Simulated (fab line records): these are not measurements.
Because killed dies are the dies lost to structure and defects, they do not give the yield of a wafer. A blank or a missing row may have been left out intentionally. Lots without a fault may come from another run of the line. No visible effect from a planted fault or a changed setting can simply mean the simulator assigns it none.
Comparing a struck lot with a sound one -- flow nand-harc -- 15 out of 1302 route steps
Sound: these wafers, L725.1, L725.2, L725.4. The struck wafers were L733.3, L733.4, L733.6. Last of all comes the cause.
Each step with rows lists, per side, the tool, then ch with its chambers, then its first start. Under that, the readings that differ: sound wafers -- struck wafers -- difference of the means -- sigmas: that difference in standard deviations of wafers without a fault.
alike: readings whose means differ by less than 2 such deviations, and words and numbers that are the same on both sides. not compared: withheld readings, readings that some wafer has no value for, bounds like >300 that may hide the same value, and numbers for which the record gives no deviation and whose values overlap.
A row with sigmas, a row that says differs or no value, or rows on one side alone: a step with any of these is where the two part. Numbers that have no deviation but don't overlap get no sigmas and don't part them. A reading that every wafer of one side lacks parts them only if that side has two wafers or more.

NHARC_A_CHANNEL_HOLE_D1_XSEM_31:
  sound on xsem-02 ch 0, day 10 15:11; struck on xsem-02 ch 0, day 13 15:04
  alike: bot-cd-nm, bow-nm, tilt-deg
NHARC_A_CHANNEL_HOLE_D1_INSPECT_40:
  sound on defect-inspect-02, day 10 15:16; struck on defect-inspect-02, day 13 15:10
reading,sound,struck,difference,sigmas
raw-defect-count,40 22 36,92 80 88,+54,+2
then, 3 steps without rows for these wafers: NHARC_A_CHANNEL_FILL_D1_PRECLEAN_00 (cleans in SC1); NHARC_A_CHANNEL_FILL_D1_SRD_01; NHARC_A_CHANNEL_FILL_D1_ALD_02 (deposits SiO2, target thk 6 nm, pulse time 10 s, ald cycles 60).
NHARC_A_CHANNEL_FILL_D1_ALD_03: deposits SiNx, target thk 6 nm, pulse time 60 s, ald cycles 58.
  sound: ald-sin-batch-01 ch 0; struck: ald-sin-batch-01 ch 0
  alike: chamber-pressure-Torr, precursor-pulse-height-rel
NHARC_A_CHANNEL_FILL_D1_ALD_14: deposits SiO2, target thk 2.5 nm, pulse time 10 s, ald cycles 25.
  sound on ald-hk-02 ch 1,2,3, day 10 22:27; struck on ald-hk-03 ch 0,1, day 13 22:22
  alike: heater-power-w, precursor-pulse-height-rel
NHARC_A_CHANNEL_FILL_D1_ALD_15: deposits SiNx, target thk 2 nm, pulse time 60 s, ald cycles 19.
  sound: ald-sin-batch-02 ch 0; struck: ald-sin-batch-01 ch 0
  alike: chamber-pressure-Torr, precursor-pulse-height-rel
then, 3 steps without rows for these wafers: NHARC_A_CHANNEL_FILL_D1_ALD_16 (deposits SiO2, target thk 1.5 nm, pulse time 10 s, ald cycles 15); NHARC_A_CHANNEL_FILL_D1_ANNEAL_17 (time 1800 s); NHARC_A_CHANNEL_FILL_D1_CVD_18 (deposits poly-Si, target thk 3 nm).
NHARC_A_CHANNEL_FILL_D1_ETCHBACK_19: etches the open film in HBr/Cl2, target depth 5 nm, time 1.7 s.
  sound on rie-si-05 ch 0,1,2, day 11 15:42; struck on rie-si-05 ch 0,3, day 14 15:10
  alike: drypump-motor-current-A, oes-product-au, rf-fwd-power-W, throttle-valve-pct
  not compared: rf-hours-counter-h
NHARC_A_CHANNEL_FILL_D1_ETCHBACK_20: etches the open film in C4F8/O2/Ar, target depth 27 nm, time 13.5 s.
  sound on rie-diel-01 ch 0,2,3, day 11 15:50; struck on rie-diel-01 ch 0,1,2, day 14 15:17
reading,sound,struck,difference,sigmas
oes-product-au (a.u.),0.99 0.99 1.01,1.26 1.26 1.26,+0.26,+7
rf-fwd-power-W (W),589.0 591.6 586.0,824.8 830.2 828.2,+238.9,+85
  alike: rf-vpp-V
  not compared: rf-hours-counter-h
then, 1 step without rows for these wafers: NHARC_A_CHANNEL_FILL_D1_STRIP_28 (strips in O2, time 20 s).
NHARC_END_SORT_01:
  the record has rows for the sound wafers here (prober-02 ch 0, day 26 12:55) and none for the struck ones

== WHERE THEY PART ==
Last at NHARC_END_SORT_01 as far as this record goes, first at NHARC_A_CHANNEL_HOLE_D1_INSPECT_40.

WHY: the cause the simulator had injected
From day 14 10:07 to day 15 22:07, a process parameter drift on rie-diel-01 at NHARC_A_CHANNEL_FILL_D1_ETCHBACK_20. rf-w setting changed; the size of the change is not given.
